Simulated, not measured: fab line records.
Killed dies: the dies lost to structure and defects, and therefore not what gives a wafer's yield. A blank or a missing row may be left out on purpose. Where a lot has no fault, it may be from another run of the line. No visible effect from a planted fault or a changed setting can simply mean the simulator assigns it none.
Code-filled problem report in 8D (eight disciplines) form :: flow n5 finfet :: the parts of the form that need people (team, actions taken, sign-off) are left out

## 1. THE ISSUE
Wafers free of any fault read 4.35 (standard deviation 0.084) for CJ_N at N5_BEOL_M4_RC_MEAS_101, against a mean of 3.29 on 6 wafers of 2 lots. That puts it -13 standard deviations away from the usual mean.
The first sign was on wafer L736.1 at day 12 12:19, on prober-01. The record has a number at this step for 30 wafers belonging to 10 lots. By rule, "out" or "out of limits" means more than 4 standard deviations away from the usual mean. Any other wafer with a number is counted as sound.

## 2. WHAT THIS IS AND IS NOT
question: which readings at this step
is: CJ_N, RS_PWELL
is not: DIBL_N, DIBL_P, IOFF_N, IOFF_P, ION_N, ION_P, VT_N, VT_P

question: which lots
is: L736, L737
is not: L728, L730, L732, L733, L738, L739, L750, L751

question: which wafers of those lots
is: all that have a number
is not: -

question: read on which gauges
is: prober-01, prober-02
is not: -

question: when
is: from day 12 12:19
is not: up to then (9 sound wafers); but 15 sound wafers of L730, L738, L739, L750, L751 came after

## 3. SUSPECTS, AND WHAT RULES EACH OUT
Counting: a tool at any process step up to the reading remains a suspect when it ran all the lots that are out and ran no sound lot after the first of those.
- the gauge at N5_BEOL_M4_RC_MEAS_101 is ruled out. The wafers that are out were read on 2 gauges (prober-01, prober-02).
- implanter-02 at N5_WELL_APT_IMPLANT_32: ruled out as a lasting fault. Following L736 (day 3 15:25), the first lot on it that is out, the sound lots L750, L751 were run on it.
- cmp-01 at N5_PMOS_HMC_CHANNEL_EPI_CMP_21 (polishes SiGe30, target thk 54 nm): ruled out as a lasting fault. Following L736 (day 3 19:49), the first lot on it that is out, the sound lots L738, L750 were run on it.
Left after counting: nothing in the record.

## 4. THE CAUSE (what the simulator had put in)
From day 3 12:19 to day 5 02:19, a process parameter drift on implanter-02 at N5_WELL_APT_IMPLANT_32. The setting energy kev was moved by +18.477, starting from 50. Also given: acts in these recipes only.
Counting ruled it out, wrongly: the rule takes a fault to strike every lot that its tool runs from its start on, and this one did not.

## 5. THE CHAIN OF EFFECTS, in route order
Each row: a reading whose mean over the struck wafers that have a number lies more than 3 standard deviations from the usual. Scope: only readings with a usual standard deviation given in the record; hours: median across lots of the time from each lot's start at the first step in this table that gives one to its start at this step; sigmas: change in usual standard deviations.
hours: 0
step: N5_WELL_APT_IMPLANT_32
reading: beam energy keV
usual: 49.997
on struck wafers: 68.474
change: +18.477
sigmas: +99 or more

hours: 213
step: N5_BEOL_M4_RC_MEAS_101
reading: CJ_N
usual: 4.35
on struck wafers: 3.29
change: -1.05
sigmas: -13

hours: 213
step: N5_BEOL_M4_RC_MEAS_101
reading: RS_PWELL
usual: 3012 ohm/sq
on struck wafers: 2730
change: -282
sigmas: -11
Here are the process steps it includes:
- N5_WELL_APT_IMPLANT_32

## 6. WHAT WOULD HAVE CAUGHT IT SOONER
216 hours passed between the start of the fault at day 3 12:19 and the first reading out of limits at a measuring or inspecting step in this record, taken at day 12 12:19.
Tool's own readings at N5_WELL_APT_IMPLANT_32, beam energy keV: out on all struck wafers the step has rows for; an alarm limit on them would have tripped on the first.
